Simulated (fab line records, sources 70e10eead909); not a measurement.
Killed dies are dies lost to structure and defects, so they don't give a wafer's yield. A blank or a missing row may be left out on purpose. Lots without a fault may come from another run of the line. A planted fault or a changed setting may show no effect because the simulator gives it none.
Chamber matching | flow nand_harc | NHARC_A_CONTACT_ETCH_91 on rie_diel-11: 4 sister chambers
The step etches the open film in CH3F/O2, target depth 40 nm, time 85.7 s. 14 wafers are shown with their chamber, then 7 later ones without.

WAFERS WITH THEIR CHAMBER
wafer  | chamber | showerhead_plenum_p_Torr (Torr) | drypump_motor_current_A (A) | rf_vpp_V (V)
L568.2 | 2       | 2.34                            | 5.6                         | 243.3
L568.3 | 0       | 2.65                            | 6.0                         | 247.1
L568.6 | 3       | 2.46                            | 5.9                         | 244.2
L570.1 | 0       | 2.64                            | 6.0                         | 247.5
L570.5 | 2       | 2.34                            | 5.7                         | 242.1
L570.6 | 3       | 2.46                            | 5.9                         | 244.4
L574.1 | 3       | 2.46                            | 5.9                         | 244.4
L574.2 | 0       | 2.64                            | 6.0                         | 245.4
L574.5 | 3       | 2.46                            | 5.9                         | 244.1
L575.1 | 3       | 2.45                            | 5.9                         | 244.6
L575.4 | 2       | 2.33                            | 5.7                         | 242.2
L575.6 | 3       | 2.45                            | 5.9                         | 245.3
L577.2 | 0       | 2.64                            | 6.0                         | 247.9
L577.3 | 1       | 2.65                            | 5.7                         | 248.0

SIGNATURES (means of the wafers above)
reading                  | chamber 0 | chamber 1 | chamber 2 | chamber 3 | scatter within a chamber
showerhead_plenum_p_Torr | 2.6425    | 2.6500    | 2.3367    | 2.4567    | 0.00524
drypump_motor_current_A  | 6.000     | 5.700     | 5.667     | 5.900     | 0.0258
rf_vpp_V                 | 246.975   | 248.000   | 242.533   | 244.500   | 0.737
Rule: a wafer's distance from a chamber is the root of the sum, over the readings, of the square of ((its reading less the chamber's mean) divided by the reading's scatter). The wafer belongs to the nearest chamber; if the next one is less than 2 further off, it can't be placed. The scatter: the root of (the sum of the squares of (reading less its chamber's mean) over the shown wafers, divided by (wafers less chambers)).

WAFERS WITHOUT THEIR CHAMBER
wafer  | showerhead_plenum_p_Torr (Torr) | drypump_motor_current_A (A) | rf_vpp_V (V)
L577.4 | 2.45                            | 5.9                         | 243.7
L580.4 | 2.33                            | 5.7                         | 242.0
L580.5 | 2.65                            | 5.7                         | 246.8
L580.6 | 2.64                            | 6.0                         | 246.1
L581.1 | 2.33                            | 5.7                         | 242.1
L581.5 | 2.33                            | 5.7                         | 241.4
L581.6 | 2.65                            | 5.7                         | 245.9

WHICH CHAMBER EACH WENT THROUGH
wafer  | from the rows above | in truth
L577.4 | 3                   | 3
L580.4 | 2                   | 2
L580.5 | 1                   | 1
L580.6 | 0                   | 0
L581.1 | 2                   | 2
L581.5 | 2                   | 2
L581.6 | 1                   | 1
Placed correctly: 7 of 7. Can't be placed from these rows: 0. Placed wrongly: 0.
